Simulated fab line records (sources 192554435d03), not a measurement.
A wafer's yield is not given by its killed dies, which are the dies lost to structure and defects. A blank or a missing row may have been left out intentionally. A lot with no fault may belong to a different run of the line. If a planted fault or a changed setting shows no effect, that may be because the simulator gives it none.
fab line records	flow n5-finfet
record lots=7	wafers=39
route steps=1938 shown FIN_SAQP@120 SD_EPI_N@273 HKMG_FIN@429 MOL_CONTACT_COAG@616 BEOL_M0_SAQP@695
start-h: hours from the record's opening day to when the first of the lot's shown wafers began	wait-h: how many hours have passed since the lot's step before this one	" as in the row above	L1.1+2: a row that stands for several wafers	- value missing, or start not given	* or withheld: withheld	< > ~ a bound
route shown NAME@n: names a module that has steps shown in the file, with the first one's number in the route	usual: the fault-free wafers' mean and standard deviation	same: alike in all rows	chamber/n: place in a boat	sites: per-site readings	_std_site: their standard deviation	_edge_site: mean of outer sites minus mean of inner sites	radius-mm: for every site, how far away it sits from the centre of the wafer	mask NAME#n: copy n	behind: tool/chamber where the wafer was last shaped	hold: reason for holding the lot/hours on hold/outcome of the hold	device: names the non-switching transistor (n, p or np)	end of line: the route-end tests of the same wafers	a step with no rows: only its recipe	killed: dies lost to structure and defects at the first sort, not the wafer's yield	map: a wafer's dies, x killed, . not, _ none there
set.NAME: the setting that was run; set.NAME@STEP: the one run at that earlier step	model.NAME: the simulator's own value behind a step, which no gauge read
lots where settings were altered on purpose, with a table for each step and a row for each wafer
## steps
# step N5_FIN_SAQP_MANDREL_ETCH_22
# recipe target-depth-a=600	chemistry=HBr/Cl2	target=a-Si	stop-on=SiNx	bt-time-s=10	over-etch-frac=0.5	time-s=30	pressure-mtorr=10	icp-w=800	bias-w=75	HBr_flow_sccm=150	Cl2_flow_sccm=80	ends=end-point
# usual oes-product-au=0.767/0.015
lot.wafer	tool	chamber	start-h	wait-h	set.target-depth-a	oes-product-au	model.SOC_of_FIN_SAQP_COAT_49.thk-nm
L074.1	rie-si-01	3	21.36	0.0	600	0.741	75.05
L074.2	"	1	"	"	600	0.763	76.47
L074.3	"	2	"	"	600	0.776	76.15
L074.4	"	0	"	"	600	0.768	75.95
L074.5	"	2	"	"	600	0.763	76.3
L074.6	"	3	"	"	600	0.760	75.21
L079.1	rie-si-06	0	52.13	0.0	600	0.790	76.55
L079.2	"	3	"	"	600	0.771	76.99
L079.3	"	2	"	"	600	0.755	76.75
L079.4	"	1	"	"	600	0.761	77.27
L079.5	"	1	"	"	600	0.764	76.62
L079.6	"	0	"	"	600	0.803	76.68
L081.1	rie-si-01	1	66.00	0.0	502.1	0.858	80.63
L081.2	"	2	"	"	600	0.755	76.2
L081.3	"	3	"	"	600	0.745	75.01
L081.4	"	0	"	"	502.1	0.870	79.84
L081.5	"	3	"	"	502.1	0.844	78.76
L081.6	"	0	"	"	600	0.766	76.44
L082.1	rie-si-03	0	69.96	0.0	600	0.762	76.73
L082.2	"	2	"	"	600	0.761	75.8
L082.3	"	1	"	"	600	0.778	76.88
L082.4	"	3	"	"	600	0.753	76.75
L082.5	"	2	"	"	600	0.762	75.69
L082.6	"	1	"	"	600	0.797	76.92
L086.1	rie-si-03	0	95.07	0.0	600	0.777	76.55
L086.3	"	3	"	"	600	0.754	76.42
L086.6	"	1	"	"	600	0.773	76.25
L091.1	rie-si-03	3	124.91	0.0	600	0.752	76.11
L091.2	"	1	"	"	600	0.776	76.18
L091.3	"	2	"	"	600	0.746	75.38
L091.4	"	0	"	"	600	0.779	75.73
L091.5	"	2	"	"	600	0.746	75.36
L091.6	"	1	"	"	600	0.799	76.55
L094.1	rie-si-01	0	142.94	0.0	471.1	0.907	81.36
L094.2	"	2	"	"	471.1	0.877	81.45
L094.3	"	3	"	"	600	0.748	75.07
L094.4	"	1	"	"	600	0.766	76.67
L094.5	"	2	"	"	471.1	0.895	81.36
L094.6	"	3	"	"	600	0.739	74.73
# step N5_SD_EPI_N_DESCUM_14
# recipe chemistry=O2	time-s=7.9	source-power-w=50	bias-power-w=20	pressure-mtorr=20	rf-frequency-hz=2.712e+07	temp-c=40	resist=CAR-ArF-block	o2-flow-sccm=225
lot.wafer	tool	chamber	start-h	wait-h	set.time-s	model.CAR-ArF-block_of_SD_EPI_N_COAT_03.thk-nm
L074.1	rie-diel-01	1	48.70	0.0	5.184	146
L074.2	"	0	"	"	5.184	145.8
L074.3+6	"	2	"	"	7.9	144.2
L074.4	"	3	"	"	5.184	146.4
L074.5	"	3	"	"	7.9	144.6
L079.1	rie-diel-04	3	80.86	0.0	7.9	143.8
L079.2	"	2	"	"	4.582	145.4
L079.3	"	0	"	"	4.582	145.2
L079.4	"	1	"	"	7.9	143.4
L079.5	"	1	"	"	4.582	145.6
L079.6	"	2	"	"	7.9	143.6
L081.1+3	rie-diel-04	2,1	92.00	0.0	12.33	140.6
L081.2	"	3	"	"	7.9	143.2
L081.4	"	0	"	"	7.9	142.8
L081.5	"	0	"	"	12.33	140.4
L081.6	"	3	"	"	7.9	143
L082.1	rie-diel-03	0	95.40	0.0	11.65	140.4
L082.2	"	2	"	"	7.9	142.8
L082.3	"	1	"	"	11.65	140.8
L082.4	"	2	"	"	7.9	143.2
L082.5	"	0	"	"	11.65	140.6
L082.6	"	1	"	"	7.9	143
L086.1	rie-diel-03	1	121.87	0.0	7.9	143.6
L086.3	"	3	"	"	7.9	143.2
L086.6	"	3	"	"	7.9	143.4
L091.1	rie-diel-04	2	151.86	0.0	9.922	142.4
L091.2	"	3	"	"	7.9	144
L091.3	"	0	"	"	9.922	142.2
L091.4+6	"	2,0	"	"	7.9	143.6
L091.5	"	3	"	"	9.922	142.6
L094.1	rie-diel-01	0	171.24	0.0	6.328	144.2
L094.2	"	1	"	"	7.9	143.2
L094.3	"	2	"	"	7.9	143.8
L094.4	"	3	"	"	6.328	145
L094.5	"	1	"	"	7.9	143.4
L094.6	"	2	"	"	6.328	144.4
# step N5_SD_EPI_N_ETCH_34
# recipe chemistry=CF4	target=SiARC	target-depth-a=455	mask-material=CAR-ArF-block	time-s=75.8	ion-energy-ev=80	pressure-mtorr=40	source-w=545	bias-w=36	Ar_flow_sccm=100	cf4-flow-sccm=100	ends=cleared
lot.wafer	tool	chamber	start-h	wait-h	set.time-s@SD_EPI_N_DESCUM_14	model.CAR-ArF-block_of_SD_EPI_N_COAT_03.thk-nm
L074.1	rie-diel-01	1	48.73	0.0	5.184	113.4
L074.2	"	0	"	"	5.184	113.2
L074.3+6	"	2	"	"	7.9	111.6
L074.4	"	3	"	"	5.184	113.6
L074.5	"	3	"	"	7.9	112
L079.1	rie-diel-04	3	80.90	0.0	7.9	111.2
L079.2	"	2	"	"	4.582	112.8
L079.3	"	0	"	"	4.582	112.6
L079.4	"	1	"	"	7.9	111
L079.5	"	1	"	"	4.582	113.2
L079.6	"	2	"	"	7.9	110.8
L081.1+5	rie-diel-04	2,0	92.04	0.0	12.33	108
L081.2	"	3	"	"	7.9	110.8
L081.3	"	1	"	"	12.33	108.2
L081.4	"	0	"	"	7.9	110.4
L081.6	"	3	"	"	7.9	110.6
L082.1	rie-diel-03	0	95.44	0.0	11.65	107.8
L082.2	"	2	"	"	7.9	110.4
L082.3	"	1	"	"	11.65	108.4
L082.4	"	2	"	"	7.9	110.8
L082.5	"	0	"	"	11.65	108.2
L082.6	"	1	"	"	7.9	110.6
L086.1+6	rie-diel-03	1,3	121.91	0.0	7.9	111
L086.3	"	3	"	"	7.9	110.6
L091.1	rie-diel-04	2	151.90	0.0	9.922	110
L091.2	"	3	"	"	7.9	111.6
L091.3	"	0	"	"	9.922	109.8
L091.4+6	"	2,0	"	"	7.9	111.4
L091.5	"	3	"	"	9.922	110.2
L094.1	rie-diel-01	0	171.27	0.0	6.328	111.8
L094.2	"	1	"	"	7.9	110.6
L094.3	"	2	"	"	7.9	111.4
L094.4	"	3	"	"	6.328	112.6
L094.5	"	1	"	"	7.9	110.8
L094.6	"	2	"	"	6.328	112
# step N5_HKMG_FIN_DEVELOP_11
# recipe develop-time-s=30	developer=TMAH	resist=CAR-ArF	dev-temp-c=23	rinse-liquid=diw	dry=air-spin
lot.wafer	tool	chamber	start-h	wait-h	set.develop-time-s
L074.1+2+3	litho-track-02	0	-	-	30
L074.4+5+6	"	0	"	"	44.38
L079.1+2+4	litho-track-01	0	-	-	30
L079.3+5+6	"	0	"	"	22.63
L081.1+3+4	litho-track-01	0	-	-	13.57
L081.2+5+6	"	0	"	"	30
L082.1+2+3	litho-track-01	0	-	-	30
L082.4+5+6	"	0	"	"	41.45
L086.1+3+6	litho-track-02	0	-	-	30
L091.1+4+6	litho-track-02	0	-	-	19.34
L091.2+3+5	"	0	"	"	30
L094.1+2+4	litho-track-03	0	-	-	30
L094.3+5+6	"	0	"	"	21.73
# step N5_HKMG_FIN_CD_MEAS_12
# recipe target-cd-nm=92.8	landing-energy-ev=500	detector=se-inlens
# usual cd-nm=92.9/0.71
lot.wafer	tool	chamber	start-h	wait-h	set.develop-time-s@HKMG_FIN_DEVELOP_11	cd-nm
L074.1	cd-sem-03	0	73.19	-	30	93.0
L074.2	"	0	"	"	30	93.0
L074.3	"	0	"	"	30	92.4
L074.4	"	0	"	"	44.38	95.4
L074.5	"	0	"	"	44.38	94.7
L074.6	"	0	"	"	44.38	95.2
L079.1	cd-sem-02	0	107.22	-	30	93.6
L079.2	"	0	"	"	30	91.9
L079.3	"	0	"	"	22.63	91.3
L079.4	"	0	"	"	30	93.9
L079.5	"	0	"	"	22.63	92.2
L079.6	"	0	"	"	22.63	91.5
L081.1	cd-sem-01	0	116.98	-	13.57	88.6
L081.2	"	0	"	"	30	92.7
L081.3	"	0	"	"	13.57	88.8
L081.4	"	0	"	"	13.57	88.0
L081.5	"	0	"	"	30	93.2
L081.6	"	0	"	"	30	91.6
L082.1	cd-sem-02	0	120.49	-	30	93.0
L082.2	"	0	"	"	30	91.3
L082.3	"	0	"	"	30	91.9
L082.4	"	0	"	"	41.45	92.8
L082.5	"	0	"	"	41.45	94.0
L082.6	"	0	"	"	41.45	94.2
L086.1	cd-sem-02	0	147.24	-	30	92.2
L086.3	"	0	"	"	30	92.1
L086.6	"	0	"	"	30	94.2
L091.1	cd-sem-03	0	176.66	-	19.34	91.1
L091.2	"	0	"	"	30	92.6
L091.3	"	0	"	"	30	92.8
L091.4	"	0	"	"	19.34	91.4
L091.5	"	0	"	"	30	93.8
L091.6	"	0	"	"	19.34	90.9
L094.1	cd-sem-01	0	199.91	-	30	94.0
L094.2	"	0	"	"	30	93.6
L094.3	"	0	"	"	21.73	91.5
L094.4	"	0	"	"	30	92.4
L094.5	"	0	"	"	21.73	92.3
L094.6	"	0	"	"	21.73	91.3
# step N5_MOL_CONTACT_COAG_ETCH_124
# recipe chemistry=CH3F/O2	target=SiNx	target-depth-a=65	mask-material=SOC	stop-on=SiOC	over-etch-frac=0.3	ion-energy-ev=120	pressure-mtorr=30	source-w=395	bias-w=73	Ar_flow_sccm=150	CH3F_flow_sccm=30	O2_flow_sccm=20	ends=end-point
lot.wafer	tool	chamber	start-h	wait-h	set.target-depth-a	model.etch.depth-nm	model.SOC_of_MOL_CONTACT_COAG_COAT_62.thk-nm
L074.1	rie-diel-03	2	97.05	0.0	65	4.967	48.6
L074.2	"	1	"	"	65	5.01	48.4
L074.3	"	0	"	"	65	5	48
L074.4	"	1	"	"	65	5.045	48.4
L074.5	"	0	"	"	65	5.018	48.2
L074.6	"	2	"	"	65	5.013	49
L079.1	rie-diel-03	1	141.14	0.0	65	4.982	48.6
L079.2	"	3	"	"	65	5.051	48.8
L079.3	"	2	"	"	65	5.028	48.8
L079.4	"	0	"	"	65	4.965	48.6
L079.5	"	2	"	"	65	5.034	48.8
L079.6	"	3	"	"	65	5.006	49.2
L082.1	rie-diel-01	2	144.03	0.0	65	5.006	48.6
L082.2	"	3	"	"	28.74	2.739	50.6
L082.3	"	0	"	"	28.74	2.891	50.4
L082.4	"	1	"	"	65	4.991	48.4
L082.5	"	0	"	"	65	5	48.4
L082.6	"	1	"	"	28.74	2.921	50
L081.1	rie-diel-01	2	144.72	0.0	85.68	4.968	47.4
L081.2	"	1	"	"	85.68	5.009	47
L081.3	"	3	"	"	85.68	5.004	47.8
L081.4	"	0	"	"	65	5.006	48.2
L081.5	"	2	"	"	65	4.995	48.4
L081.6	"	1	"	"	65	4.969	48
L086.1	rie-diel-01	3	174.25	0.0	65	4.992	49.4
L086.3	"	2	"	"	65	4.995	49.2
L086.6	"	2	"	"	65	5.039	49
L091.1	rie-diel-04	1	203.21	0.0	97.66	4.977	46.6
L091.2	"	3	"	"	97.66	5.013	47
L091.3	"	0	"	"	65	4.993	48.4
L091.4	"	2	"	"	65	5.045	48.8
L091.5	"	1	"	"	65	4.996	48.2
L091.6	"	0	"	"	97.66	5.029	46.8
L094.1	rie-diel-03	0	224.45	0.0	50.77	5.009	48.8
L094.2	"	1	"	"	65	5.029	48.4
L094.3	"	3	"	"	50.77	4.809	49.8
L094.4	"	2	"	"	65	5.019	48.6
L094.5	"	0	"	"	65	5.013	48.2
L094.6	"	1	"	"	50.77	5.004	49
# step N5_MOL_CONTACT_COAG_ETCH_48
# recipe chemistry=C4F6/O2	target-depth-a=150	overetch-a=45	mask-material=SOC	target=SiOC	bias-w=465	pressure-mtorr=10	time-s=17	source-w=335	Ar_flow_sccm=300	C4F6_flow_sccm=10	O2_flow_sccm=10	ion-energy-ev=576
lot.wafer	tool	chamber	start-h	wait-h	set.target-depth-a@MOL_CONTACT_COAG_ETCH_124	model.SOC_of_MOL_CONTACT_COAG_COAT_62.thk-nm
L074.1	rie-diel-03	2	97.09	0.0	65	46.2
L074.2	"	1	"	"	65	45.6
L074.3+5	"	0	"	"	65	45.4
L074.4	"	1	"	"	65	45.8
L074.6	"	2	"	"	65	46.4
L079.1+4	rie-diel-03	1,0	141.18	0.0	65	45.8
L079.2+3+5	"	3,2,2	"	"	65	46.2
L079.6	"	3	"	"	65	46.6
L082.1	rie-diel-01	2	144.07	0.0	65	46
L082.2	"	3	"	"	28.74	48.2
L082.3	"	0	"	"	28.74	47.8
L082.4+5	"	1,0	"	"	65	45.8
L082.6	"	1	"	"	28.74	47.4
L081.1	rie-diel-01	2	144.76	0.0	85.68	44.8
L081.2	"	1	"	"	85.68	44.4
L081.3	"	3	"	"	85.68	45.2
L081.4	"	0	"	"	65	45.6
L081.5	"	2	"	"	65	45.8
L081.6	"	1	"	"	65	45.4
L086.1	rie-diel-01	3	174.29	0.0	65	46.8
L086.3	"	2	"	"	65	46.6
L086.6	"	2	"	"	65	46.4
L091.1	rie-diel-04	1	203.25	0.0	97.66	44
L091.2	"	3	"	"	97.66	44.4
L091.3+5	"	0,1	"	"	65	45.6
L091.4	"	2	"	"	65	46.2
L091.6	"	0	"	"	97.66	44.2
L094.1	rie-diel-03	0	224.49	0.0	50.77	46.2
L094.2	"	1	"	"	65	45.8
L094.3	"	3	"	"	50.77	47.4
L094.4	"	2	"	"	65	46
L094.5	"	0	"	"	65	45.6
L094.6	"	1	"	"	50.77	46.4
# step N5_BEOL_M0_SAQP_CUT_ETCH_46
# recipe chemistry=N2/H2	target=SOC	target-depth-a=1350	overetch-a=270	temp-c=40	time-s=202.5	ion-energy-ev=200	mask-material=SiARC	pressure-mtorr=30	source-w=840	bias-w=150	n2-flow-sccm=200	h2-flow-sccm=200
lot.wafer	tool	chamber	start-h	wait-h	set.time-s	model.SiARC_of_BEOL_M0_SAQP_COAT_72.thk-nm
L074.1	rie-diel-06	0	109.09	0.0	202.5	5
L074.2	"	3	"	"	152.4	6.8
L074.3	"	1	"	"	152.4	7.4
L074.4	"	2	"	"	202.5	5.2
L074.5	"	3	"	"	202.5	4.2
L074.6	"	2	"	"	152.4	7.6
L079.1+5	rie-diel-02	1	156.23	0.0	202.5	5.2
L079.2	"	2	"	"	202.5	5.6
L079.3+6	"	0	"	"	202.5	4.4
L079.4	"	3	"	"	202.5	4.6
L082.1	rie-diel-02	2	156.89	0.0	202.5	5.6
L082.2+5	"	1	"	"	111.4	9.6
L082.3+4	"	3,0	"	"	202.5	4.6
L082.6	"	0	"	"	111.4	9
L081.1	rie-diel-02	0	159.13	0.0	202.5	4.4
L081.2	"	1	"	"	202.5	5.2
L081.3	"	3	"	"	118.1	9
L081.4+5	"	2	"	"	118.1	9.6
L081.6	"	3	"	"	202.5	4.6
L086.1	rie-diel-06	3	186.61	0.0	202.5	3.8
L086.3	"	0	"	"	202.5	5
L086.6	"	0	"	"	202.5	5.2
L091.1+5	rie-diel-06	3	215.24	0.0	202.5	3.8
L091.2	"	1	"	"	105.5	9.8
L091.3	"	2	"	"	105.5	10
L091.4	"	1	"	"	105.5	9.6
L091.6	"	2	"	"	202.5	5.4
L094.1+4+6	rie-diel-06	0,1,1	235.77	0.0	202.5	5
L094.2	"	3	"	"	202.5	3.8
L094.3+5	"	2	"	"	202.5	5.4
## key
split step=N5_FIN_SAQP_MANDREL_ETCH_22	setting=target-depth-a	stated=600	by=wafer
response step=N5_FIN_SAQP_MANDREL_ETCH_22	reading=oes-product-au	change=-0.00647	per=1%	r=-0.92
response step=N5_FIN_SAQP_MANDREL_ETCH_22	reading=model.SOC_of_FIN_SAQP_COAT_49.thk-nm	change=-0.261	per=1%	r=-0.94
split step=N5_SD_EPI_N_DESCUM_14	setting=time-s	stated=7.9	by=wafer
response step=N5_SD_EPI_N_DESCUM_14	reading=model.CAR-ArF-block_of_SD_EPI_N_COAT_03.thk-nm	change=-0.0471	per=1%	r=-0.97
response step=N5_SD_EPI_N_ETCH_34	reading=model.CAR-ArF-block_of_SD_EPI_N_COAT_03.thk-nm	change=-0.0486	per=1%	r=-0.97
split step=N5_HKMG_FIN_DEVELOP_11	setting=develop-time-s	stated=30	by=wafer
response step=N5_HKMG_FIN_CD_MEAS_12	reading=cd-nm	change=+0.058	per=1%	r=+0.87
split step=N5_MOL_CONTACT_COAG_ETCH_124	setting=target-depth-a	stated=65	by=wafer
response step=N5_MOL_CONTACT_COAG_ETCH_124	reading=model.etch.depth-nm	shape=bent	at-lowest=2.85	at-stated=5.008	at-highest=5.007
response step=N5_MOL_CONTACT_COAG_ETCH_124	reading=model.SOC_of_MOL_CONTACT_COAG_COAT_62.thk-nm	change=-0.0324	per=1%	r=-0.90
response step=N5_MOL_CONTACT_COAG_ETCH_48	reading=model.SOC_of_MOL_CONTACT_COAG_COAT_62.thk-nm	change=-0.0326	per=1%	r=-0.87
split step=N5_BEOL_M0_SAQP_CUT_ETCH_46	setting=time-s	stated=202.5	by=wafer
response step=N5_BEOL_M0_SAQP_CUT_ETCH_46	reading=model.SiARC_of_BEOL_M0_SAQP_COAT_72.thk-nm	change=-0.108	per=1%	r=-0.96
